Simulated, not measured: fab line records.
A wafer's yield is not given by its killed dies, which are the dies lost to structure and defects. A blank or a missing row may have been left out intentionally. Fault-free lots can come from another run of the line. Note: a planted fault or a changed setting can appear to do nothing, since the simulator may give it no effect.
fab line records    flow nand-harc
record: lots: 12  wafers: 36  last-day: 33
route steps=1302 shown P_STI@88 P_GATE@132 END@1302
lots untouched by any fault: they come from a run of this same line in which no faults occurred
start-h: hours from the record's opening day to when the first of the lot's shown wafers began    wait-h: how many hours have passed since the lot's step before this one    " identical to the entry in the row above    L1.1+2: several wafers, shown together as one row    - no value present, or no start provided    * or withheld: withheld    < > ~ a bound
route shown NAME@n: a module of which the file shows steps, and the number in the route of the first    usual: mean/standard deviation taken from wafers without a fault    same: alike in all rows    chamber/n: place in a boat    sites: the reading at each site    _std_site: how widely they spread, as a standard deviation    _edge_site: mean of outer sites minus mean of inner sites    radius-mm: how far each site lies from the wafer's centre    mask NAME#n: copy n    behind: tool/chamber where the wafer was last shaped    hold: cause of the lot's hold/its duration in hours/its outcome    device: the transistor (n, p or np) that didn't switch    end of line: tests run on the same wafers once the route is complete    step lacking rows: just its recipe    killed: count of dies lost to structure and defects at first sort (not the wafer's yield)    map: dies across one wafer; x = killed, . = not, _ = none there
set.NAME: the setting the step ran with; set.NAME@STEP: the setting that earlier step ran with    model.NAME: the simulator's own value behind a step, which no gauge read
route steps across a sampled set of lots; one table per step, one row per wafer
services: the hour from which a tool's chamber was out of use, counted from the record's first day as start-h (under 0 if before that day), plus the number of hours and why
== steps ==
step: NHARC_P_STI_ETCH_42
recipe: target-depth-a: 800  overetch-a: 240  time-s: 61  ion-energy-ev: 200  n2-flow-sccm: 150  h2-flow-sccm: 150  ar-flow-sccm: 0  rf-w: 400  bias-w: 150  chemistry: N2/H2
usual: drypump-motor-current-A: 5.7/0.56  oes-product-au: 1.003/0.0099  rf-vpp-V: 430.4/2.9  showerhead-plenum-p-Torr: 2.03/0.094  throttle-valve-pct: 14.171/0.0084
same: time-s: 61
lot.wafer  tool         chamber  start-h  wait-h  drypump-motor-current-A  oes-product-au  rf-hours-counter-h  rf-vpp-V  showerhead-plenum-p-Torr  throttle-valve-pct
L810.1     rie-diel-01  2        48.29    0.1     5.4                      1.004           1.1                 427.1     1.90                      14.178
L810.4     "            2        "        "       5.5                      1.003           -                   425.3     1.90                      14.181
L810.5     "            1        "        "       6.5                      1.001           -                   435.3     2.16                      14.184
L812.3     rie-diel-07  0        64.96    0.1     5.0                      0.999           4.9                 429.8     2.04                      14.165
L812.1     "            1        "        "       6.7                      1.008           4.8                 433.4     2.14                      14.176
L812.5     "            1        "        "       6.8                      1.003           -                   433.0     2.14                      14.173
L813.3     rie-diel-07  2        76.91    0.1     5.9                      1.010           5.7                 431.9     2.05                      14.171
L813.4     "            3        "        "       5.5                      0.993           5.6                 429.3     1.99                      14.170
L813.1     "            0        "        "       5.0                      1.001           5.5                 431.9     2.04                      14.178
L814.2     rie-diel-07  2        86.82    0.1     6.0                      0.998           6.4                 431.3     2.05                      14.174
L814.3     "            3        "        "       5.5                      0.994           6.3                 428.3     1.99                      14.166
L814.4     "            0        "        "       5.1                      0.996           6.3                 431.0     2.04                      14.168
L815.4     rie-diel-07  3        93.47    0.1     5.5                      1.005           6.6                 429.9     1.99                      14.176
L815.1     "            1        "        "       6.7                      1.012           6.6                 434.0     2.14                      14.174
L815.6     "            0        "        "       5.0                      0.995           -                   429.9     2.04                      14.163
L825.2     rie-diel-07  3        196.28   0.1     5.5                      1.012           2.9                 429.4     1.99                      14.171
L825.4     "            0        "        "       5.1                      0.996           2.8                 430.8     2.03                      14.167
L825.3     "            1        "        "       6.7                      1.025           3.2                 434.2     2.14                      14.178
L826.2     rie-diel-11  1        213.44   0.1     6.2                      0.996           8.9                 432.7     2.12                      14.175
L826.3     "            3        "        "       5.2                      0.991           8.2                 426.6     1.94                      14.158
L826.6     "            1        "        "       6.2                      0.989           -                   432.5     2.12                      14.171
L829.1     rie-diel-01  0        232.35   0.1     5.1                      0.997           1.2                 428.1     1.90                      14.164
L829.4     "            1        "        "       6.5                      1.011           1.3                 433.4     2.16                      14.163
L829.5     "            3        "        "       5.3                      0.997           -                   427.3     1.99                      14.162
L830.4     rie-diel-01  0        245.84   0.1     5.1                      1.004           2.9                 425.1     1.90                      14.169
L830.5     "            2        "        "       5.4                      0.991           -                   427.2     1.89                      14.177
L830.6     "            3        "        "       5.3                      0.986           -                   428.9     1.99                      14.177
L831.1     rie-diel-07  0        254.09   0.1     5.1                      0.994           4.8                 429.4     2.03                      14.163
L831.2     "            1        "        "       6.7                      1.023           5.3                 432.8     2.14                      14.160
L831.3     "            3        "        "       5.5                      1.008           4.9                 428.1     1.99                      14.156
L832.2     rie-diel-11  3        265.66   0.1     5.2                      0.989           0.0                 428.0     1.94                      14.164
L832.1     "            0        "        "       5.9                      0.991           0.0                 427.8     1.93                      14.184
L832.6     "            3        "        "       5.2                      0.988           -                   426.2     1.94                      14.166
L833.3     rie-diel-01  2        277.03   0.1     5.4                      1.006           5.4                 427.4     1.89                      14.190
L833.1     "            0        "        "       5.1                      1.002           4.9                 424.5     1.90                      14.180
L833.5     "            2        "        "       5.5                      0.991           -                   424.7     1.89                      14.169
step: NHARC_P_STI_ETCH_31
recipe: target-depth-a: 1089  time-s: 54.5  cf4-flow-sccm: 100  chf3-flow-sccm: 30  ar-flow-sccm: 0  rf-w: 500  bias-w: 200  chemistry: CF4/CHF3
usual: drypump-motor-current-A: 5.7/0.56  oes-product-au: 0.964/0.02  rf-vpp-V: 370.4/2.3  showerhead-plenum-p-Torr: 1.57/0.066  throttle-valve-pct: 16.802/0.0094
same: time-s: 54.5
lot.wafer  tool         chamber  start-h  wait-h  drypump-motor-current-A  oes-product-au  rf-hours-counter-h  rf-vpp-V  showerhead-plenum-p-Torr  throttle-valve-pct
L810.1     rie-diel-01  1        -        -       6.5                      0.960           1.6                 374.1     1.66                      16.795
L810.4     "            3        "        "       5.3                      0.968           -                   369.8     1.54                      16.801
L810.5     "            1        "        "       6.5                      0.971           -                   373.2     1.66                      16.787
L812.3     rie-diel-07  2        -        -       5.9                      0.981           4.9                 371.1     1.58                      16.807
L812.1     "            3        "        "       5.5                      0.975           5.1                 369.3     1.54                      16.804
L812.5     "            2        "        "       5.9                      0.988           -                   370.5     1.58                      16.809
L813.4     rie-diel-07  1        -        -       6.7                      0.951           5.9                 373.1     1.64                      16.798
L813.1     "            2        "        "       5.9                      0.972           5.8                 369.9     1.58                      16.809
L813.3     "            3        "        "       5.5                      0.946           5.6                 368.7     1.54                      16.806
L814.2     rie-diel-07  2        -        -       6.0                      0.972           6.4                 371.0     1.58                      16.795
L814.3     "            3        "        "       5.5                      0.961           6.4                 370.9     1.54                      16.799
L814.4     "            1        "        "       6.7                      0.979           6.5                 372.9     1.65                      16.782
L815.1     rie-diel-07  0        -        -       5.1                      0.962           6.6                 369.4     1.57                      16.811
L815.4     "            2        "        "       6.0                      0.986           6.6                 371.9     1.58                      16.805
L815.6     "            3        "        "       5.5                      0.978           -                   369.7     1.54                      16.789
L825.2     rie-diel-07  3        -        -       5.5                      0.967           2.9                 369.4     1.54                      16.787
L825.3     "            0        "        "       5.0                      0.963           2.8                 370.8     1.57                      16.799
L825.4     "            1        "        "       6.7                      0.997           3.2                 373.2     1.64                      16.802
L826.2     rie-diel-11  1        -        -       6.2                      0.941           8.9                 371.5     1.63                      16.801
L826.3     "            0        "        "       5.8                      0.932           8.0                 368.8     1.50                      16.807
L826.6     "            2        "        "       5.7                      0.933           -                   371.9     1.68                      16.808
L829.4     rie-diel-01  3        -        -       5.2                      0.983           1.2                 368.1     1.54                      16.799
L829.1     "            0        "        "       5.1                      0.973           1.2                 367.3     1.47                      16.795
L829.5     "            0        "        "       5.1                      0.961           -                   366.7     1.47                      16.802
L830.4     rie-diel-01  3        -        -       5.2                      0.955           2.8                 369.3     1.54                      16.809
L830.6     "            0        "        "       5.1                      0.985           -                   367.3     1.47                      16.807
L830.5     "            1        "        "       6.5                      0.990           -                   372.8     1.66                      16.806
L831.3     rie-diel-07  1        -        -       6.7                      0.972           5.4                 373.3     1.64                      16.807
L831.2     "            2        "        "       5.9                      0.955           4.3                 371.3     1.58                      16.805
L831.1     "            3        "        "       5.5                      0.961           4.9                 369.2     1.54                      16.802
L832.2     rie-diel-11  0        -        -       5.8                      0.967           0.0                 368.4     1.50                      16.794
L832.1     "            1        "        "       6.1                      0.953           0.0                 372.0     1.63                      16.819
L832.6     "            1        "        "       6.1                      0.949           -                   372.1     1.63                      16.806
L833.1     rie-diel-01  3        -        -       5.3                      0.977           5.2                 369.5     1.54                      16.809
L833.3     "            0        "        "       5.1                      0.967           5.0                 366.6     1.47                      16.802
L833.5     "            3        "        "       5.2                      0.975           -                   370.6     1.54                      16.798
step: NHARC_P_STI_CD_MEAS_16
usual: cd-nm: 200.9/2.5
lot.wafer  tool       chamber  start-h  wait-h  cd-nm
L810.1     cd-sem-03  -        48.66    -       201.1
L810.4     "          -        "        "       203.0
L810.5     "          -        "        "       201.8
L812.1     cd-sem-01  -        65.31    -       205.6
L812.3     "          -        "        "       203.1
L812.5     "          -        "        "       201.0
L813.1     cd-sem-01  -        77.26    -       200.0
L813.3     "          -        "        "       200.9
L813.4     "          -        "        "       198.8
L814.2     cd-sem-03  -        87.17    -       203.1
L814.3     "          -        "        "       201.2
L814.4     "          -        "        "       201.5
L815.1     cd-sem-02  -        93.82    -       194.8
L815.4     "          -        "        "       200.7
L815.6     "          -        "        "       199.2
L825.2     cd-sem-01  -        196.63   -       201.2
L825.3     "          -        "        "       203.9
L825.4     "          -        "        "       202.3
L826.2     cd-sem-03  -        213.79   -       205.0
L826.3     "          -        "        "       205.4
L826.6     "          -        "        "       201.4
L829.1     cd-sem-03  -        232.70   -       198.2
L829.4     "          -        "        "       200.3
L829.5     "          -        "        "       201.0
L830.4     cd-sem-03  -        246.18   -       200.7
L830.5     "          -        "        "       204.7
L830.6     "          -        "        "       203.9
L831.1     cd-sem-02  -        254.48   -       198.7
L831.2     "          -        "        "       201.5
L831.3     "          -        "        "       199.7
L832.1     cd-sem-02  -        266.01   -       196.7
L832.2     "          -        "        "       200.9
L832.6     "          -        "        "       201.6
L833.1     cd-sem-03  -        277.38   -       201.7
L833.3     "          -        "        "       202.2
L833.5     "          -        "        "       197.5
step: NHARC_P_GATE_DEP_103
recipe: target-thk-a: 300  target-thk-nm: 30  temp-c: 400  flow-sccm: 200  rf-w: 350  material: SiON
usual: heater-power-w: 814/70
lot.wafer  tool      chamber  start-h  wait-h  heater-power-w
L810.1     pecvd-02  2        100.20   0.6     835
L810.4     "         0        "        "       795
L810.5     "         1        "        "       870
L812.1     pecvd-01  0        120.74   0.5     799
L812.3     "         1        "        "       894
L812.5     "         1        "        "       864
L813.1     pecvd-03  0        124.62   0.6     739
L813.3     "         1        "        "       851
L813.4     "         1        "        "       881
L814.3     pecvd-02  2        137.19   0.3     770
L814.2     "         1        "        "       849
L814.4     "         0        "        "       779
L814.3     pecvd-02  2        137.76   0.5     777
L814.2     "         1        "        "       863
L814.4     "         0        "        "       801
L815.1     pecvd-03  1        142.99   0.6     957
L815.6     "         2        "        "       800
L815.4     "         0        "        "       719
L815.1     pecvd-03  1        143.36   0.3     936
L815.6     "         2        "        "       796
L815.4     "         0        "        "       687
L825.2     pecvd-03  1        253.04   0.5     863
L825.3     "         2        "        "       732
L825.4     "         1        "        "       875
L826.2     pecvd-02  2        266.20   0.4     879
L826.3     "         0        "        "       817
L826.6     "         2        "        "       892
L829.1     pecvd-02  2        281.63   0.7     878
L829.5     "         0        "        "       686
L829.4     "         2        "        "       883
L830.5     pecvd-01  0        295.60   0.2     771
L830.4     "         1        "        "       783
L830.6     "         2        "        "       740
L831.1     pecvd-01  0        306.02   0.6     835
L831.2     "         1        "        "       866
L831.3     "         2        "        "       756
L832.2     pecvd-03  0        318.24   0.5     685
L832.1     "         1        "        "       848
L832.6     "         0        "        "       680
L833.1     pecvd-03  0        331.18   0.6     820
L833.3     "         1        "        "       831
L833.5     "         1        "        "       846
step: NHARC_END_SORT_01
recipe: temp-c: 25
usual: killed-at-array: 55/19  killed-at-other: 0.6/0.99  killed-at-periphery: 4.2/2.6  killed-dies: 60/18  killed-open: 3.4/1.7  killed-short: 2.3/1.5
same: gross-dies: 677
lot.wafer  tool       chamber  start-h  wait-h  killed-at-array  killed-at-other  killed-at-periphery  killed-dies  killed-open  killed-short
L825.2     prober-01  0        705.42   2.8     46               1                2                    49           3            2
L825.3     prober-01  0        706.22   3.1     35               0                1                    36           0            1
L825.4     prober-01  0        707.02   3.4     48               0                5                    53           4            3
L826.2     prober-01  0        715.94   2.8     67               2                0                    69           3            1
L826.3     prober-01  0        716.74   3.1     64               1                2                    67           3            2
L826.6     prober-01  0        719.14   4.0     59               0                2                    61           3            0
L829.1     prober-01  0        732.79   2.8     36               0                6                    42           5            3
L829.4     prober-01  0        735.17   3.7     40               0                3                    43           3            3
L829.5     prober-01  0        735.96   4.0     29               0                3                    32           5            3
L830.4     prober-01  0        763.97   3.4     55               0                3                    58           4            2
L830.5     prober-01  0        764.77   3.7     56               0                2                    58           3            3
L830.6     prober-01  0        765.57   4.0     51               0                5                    56           0            1
killed by level:class
L825.2 A_CHANNEL_HOLE_D2:chamber-film-flake=22 A_CHANNEL_HOLE_D1:chamber-film-flake=12 A_SLIT:chamber-film-flake=4 A_CHANNEL_FILL_D2:geometric-particle:open=2 A_BONDPAD:chamber-film-flake=2 P_M0:geometric-particle:open=1 A_DECK1_JOINT:geometric-particle:short=1 A_CHANNEL_FILL_D2:geometric-particle:short=1
L825.3 A_CHANNEL_HOLE_D2:chamber-film-flake=19 A_CHANNEL_HOLE_D1:chamber-film-flake=11 A_SLIT:chamber-film-flake=3 A_WL_FILL:geometric-particle:short=1 P_GATE:chamber-film-flake=1 A_BONDPAD:chamber-film-flake=1
L825.4 A_CHANNEL_HOLE_D2:chamber-film-flake=24 A_CHANNEL_HOLE_D1:chamber-film-flake=12 A_SLIT:chamber-film-flake=5 P_M0:geometric-particle:open=2 P_M0:geometric-particle:short=1 A_DECK1_JOINT:geometric-particle:short=1 A_BLC:geometric-particle:open=1 A_M0:geometric-particle:open=1
L826.2 A_SLIT:chamber-film-flake=33 A_CHANNEL_HOLE_D1:chamber-film-flake=25 A_STAIRCASE:chamber-film-flake=2 A_CONTACT:chamber-film-flake=2 THIN_TSV:chamber-film-flake=2 A_ONON_D1:geometric-particle:short=1 A_CHANNEL_FILL_D1:geometric-particle:open=1 A_BLC:geometric-particle:open=1
L826.3 A_CHANNEL_HOLE_D1:chamber-film-flake=36 A_SLIT:chamber-film-flake=21 A_CONTACT:chamber-film-flake=3 P_CONTACT:geometric-particle:open=1 A_ONON_D1:geometric-particle:short=1 A_CHANNEL_FILL_D1:geometric-particle:open=1 A_ONON_D2:geometric-particle:short=1 P_GATE:chamber-film-flake=1
L826.6 A_CHANNEL_HOLE_D1:chamber-film-flake=25 A_SLIT:chamber-film-flake=24 A_CONTACT:chamber-film-flake=5 A_CHANNEL_FILL_D1:geometric-particle:open=2 A_DECK1_JOINT:chamber-film-flake=2 P_M1:geometric-particle:open=1 P_GATE:chamber-film-flake=1 A_STAIRCASE:chamber-film-flake=1
L829.1 A_CHANNEL_HOLE_D1:chamber-film-flake=16 A_SLIT:chamber-film-flake=8 A_STAIRCASE:chamber-film-flake=3 A_WL_FILL:chamber-film-flake=3 A_CONTACT:geometric-particle:open=2 A_CONTACT:chamber-film-flake=2 P_CONTACT:geometric-particle:short=1 P_CONTACT:geometric-particle:open=1
L829.4 A_CHANNEL_HOLE_D1:chamber-film-flake=18 A_SLIT:chamber-film-flake=8 A_CONTACT:chamber-film-flake=5 A_DECK1_JOINT:geometric-particle:short=3 A_WL_FILL:chamber-film-flake=3 P_GATE:geometric-particle:open=1 P_M1:geometric-particle:open=1 A_CONTACT:geometric-particle:open=1
L829.5 A_CHANNEL_HOLE_D1:chamber-film-flake=13 A_SLIT:chamber-film-flake=4 A_WL_FILL:chamber-film-flake=3 A_STAIRCASE:chamber-film-flake=2 P_M0:geometric-particle:open=1 P_M2:geometric-particle:short=1 A_CHANNEL_FILL_D1:geometric-particle:open=1 A_DECK1_JOINT:geometric-particle:short=1
L830.4 A_CHANNEL_HOLE_D2:chamber-film-flake=23 A_CHANNEL_HOLE_D1:chamber-film-flake=12 A_SLIT:chamber-film-flake=4 A_WL_FILL:chamber-film-flake=3 P_M2:chamber-film-flake=2 A_DECK1_JOINT:chamber-film-flake=2 A_CHANNEL_FILL_D2:chamber-film-flake=2 A_CONTACT:chamber-film-flake=2
L830.5 A_CHANNEL_HOLE_D2:chamber-film-flake=21 A_CHANNEL_HOLE_D1:chamber-film-flake=13 A_SLIT:chamber-film-flake=6 A_CONTACT:chamber-film-flake=4 A_DECK1_JOINT:chamber-film-flake=3 A_CHANNEL_FILL_D2:geometric-particle:short=2 A_STAIRCASE:chamber-film-flake=2 A_ONON_D1:geometric-particle:open=1
L830.6 A_CHANNEL_HOLE_D2:chamber-film-flake=22 A_CHANNEL_HOLE_D1:chamber-film-flake=12 A_CONTACT:chamber-film-flake=6 A_SLIT:chamber-film-flake=4 P_M2:chamber-film-flake=2 A_DECK1_JOINT:chamber-film-flake=2 A_STAIRCASE:chamber-film-flake=2 A_WL_FILL:chamber-film-flake=2
== services ==
tool         chamber  start-h  hours  kind
rie-diel-01  -        27.12    9.0    pm
rie-diel-01  2        37.94    3.2    repair
rie-diel-01  0        39.74    11.0   repair
pecvd-02     -        46.73    13.0   pm
rie-diel-01  3        70.53    6.2    repair
rie-diel-11  -        78.50    9.0    pm
rie-diel-07  -        117.23   9.0    pm
rie-diel-07  0        144.08   3.4    repair
rie-diel-01  2        159.36   3.1    repair
pecvd-03     -        185.00   13.0   pm
rie-diel-01  -        204.12   9.0    pm
rie-diel-07  2        207.35   4.1    repair
pecvd-03     2        212.01   2.9    repair
rie-diel-11  0        220.09   4.3    repair
rie-diel-07  -        223.36   2.2    repair
pecvd-02     -        227.73   13.0   pm
pecvd-03     0        246.28   14.8   repair
rie-diel-11  1        247.35   3.8    repair
pecvd-02     -        260.28   3.9    repair
pecvd-03     -        260.54   40.8   repair
rie-diel-07  1        265.40   6.0    repair
rie-diel-07  -        294.23   9.0    pm
rie-diel-01  1        313.07   5.4    repair
rie-diel-07  2        329.07   2.6    repair
== key ==
first-sign: step: NHARC_P_GATE_DEP_103  reading: visit  direction: added
effect none on later readings
met-at NHARC_P_GATE_DEP_103
struck-lots L814,L815
tester-left-out L814,L815
not-acting-at NHARC_P_STI_ETCH_42,NHARC_P_STI_ETCH_31,NHARC_P_STI_CD_MEAS_16
fault: kind: repeated-step-whole  tool: pecvd-01,pecvd-02,pecvd-03  chamber: -  onset-h: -  steps: NHARC_P_GATE_DEP_103  times: 1  scope: struck-lots-only
tester-left-out: of these lots the tester's yield and bins aren't shown, on N5 and GAA mostly nor the transistor test; their killed dies are dies lost to structure and defects alone, not to doping, threshold or leakage, so they don't give the yield
